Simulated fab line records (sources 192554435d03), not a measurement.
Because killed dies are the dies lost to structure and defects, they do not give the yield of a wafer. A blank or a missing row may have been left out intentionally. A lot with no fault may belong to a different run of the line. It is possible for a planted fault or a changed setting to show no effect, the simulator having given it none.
The same fault as seen by 2 desks + flow n5 finfet + only its own numbers are on each desk; what lay behind them is given at the end

TOOL OWNER'S DESK, rie diel-06
The tool's own readings at N5_BEOL_M11_ETCH_62 (etches SOC in N2/H2, target depth 110 nm, overetch 22 nm, time 165 s): means of the sampled wafers that have a number, for each lot that ran on this tool. Marked OUT: a lot whose mean sits more than 4 standard deviations from the usual mean, which makes it out of limits; the brackets give that distance.
Columns: A = drypump motor current A at N5_BEOL_M11_ETCH_62, usual 5.9 A; B = oes product au at N5_BEOL_M11_ETCH_62, usual 0.69 a.u.; C = rf vpp V at N5_BEOL_M11_ETCH_62, usual 523.6 V; D = showerhead plenum p Torr at N5_BEOL_M11_ETCH_62, usual 2.53 Torr; E = throttle valve pct at N5_BEOL_M11_ETCH_62, usual 17.7 %
| lot  | first seen here | A   | B    | C     | D    | E    |
|------|-----------------|-----|------|-------|------|------|
| L980 | day 11 12:11    | 5.6 | 0.69 | 523.0 | 2.54 | 18.0 |
| L981 | day 11 16:05    | 5.6 | 0.69 | 524.2 | 2.54 | 18.0 |
| L986 | day 12 15:06    | 5.4 | 0.76 | 524.2 | 2.57 | 17.8 |
| L987 | day 12 15:34    | 5.4 | 0.73 | 524.9 | 2.57 | 17.8 |
| L991 | day 14 02:46    | 5.4 | 0.70 | 527.1 | 2.67 | 17.5 |
This desk's verdict: no lot among the 5 shows anything out of limits.

METROLOGY DESK
Lot by lot, what the gauges showed, no matter which tool ran the lot: averages of those sampled wafers that carry a number. Marked OUT: a lot whose mean sits more than 4 standard deviations from the usual mean, which makes it out of limits; the brackets give that distance. It has 14 readings; the 7 that lie furthest out on some lot are the ones shown.
Columns: A = IOFF_P at N5_BEOL_M4_RC_MEAS_101, usual 0.21 nA/um; B = ION_P at N5_BEOL_M4_RC_MEAS_101, usual 463 uA/um; C = SS_N at N5_BEOL_M4_RC_MEAS_101, usual 71.5 mV/dec; D = VT_N at N5_BEOL_M4_RC_MEAS_101, usual 251 mV; E = VT_P at N5_BEOL_M4_RC_MEAS_101, usual -250 mV; F = cd nm at N5_BEOL_M11_CD_MEAS_18, usual 70.1 nm; G = trench depth nm at N5_BEOL_M11_OCD_MEAS_38, usual 148 nm
| lot  | first seen here | A    | B   | C    | D   | E    | F    | G   |
|------|-----------------|------|-----|------|-----|------|------|-----|
| L980 | day 9 00:01     | 0.13 | 442 | 70.5 | 258 | -261 | 69.3 | 147 |
| L981 | day 9 04:03     | 0.22 | 461 | 71.6 | 250 | -251 | 69.3 | 147 |
| L983 | day 9 14:43     | 0.21 | 457 | 72.7 | 249 | -254 | 70.5 | 147 |
| L987 | day 10 05:26    | 0.19 | 451 | 71.9 | 252 | -254 | 69.7 | 153 |
| L986 | day 10 05:58    | 0.24 | 464 | 71.6 | 252 | -245 | 70.9 | 141 |
| L991 | day 11 12:53    | 0.17 | 457 | 70.9 | 253 | -253 | 68.5 | 150 |
| L996 | day 12 20:45    | 0.20 | 462 | 71.8 | 250 | -252 | 69.7 | 150 |
| L998 | day 13 18:46    | 0.20 | 458 | 71.4 | 253 | -251 | 71.2 | 148 |
| L100 | day 13 18:54    | 0.23 | 470 | 71.0 | 249 | -246 | 70.5 | 147 |
This desk's verdict: no lot among the 9 shows anything out of limits.

PUT TOGETHER
The tool owner's desk saw nothing out of limits.
The metrology desk saw nothing out of limits.

WHAT THE SIMULATOR HAD INSERTED
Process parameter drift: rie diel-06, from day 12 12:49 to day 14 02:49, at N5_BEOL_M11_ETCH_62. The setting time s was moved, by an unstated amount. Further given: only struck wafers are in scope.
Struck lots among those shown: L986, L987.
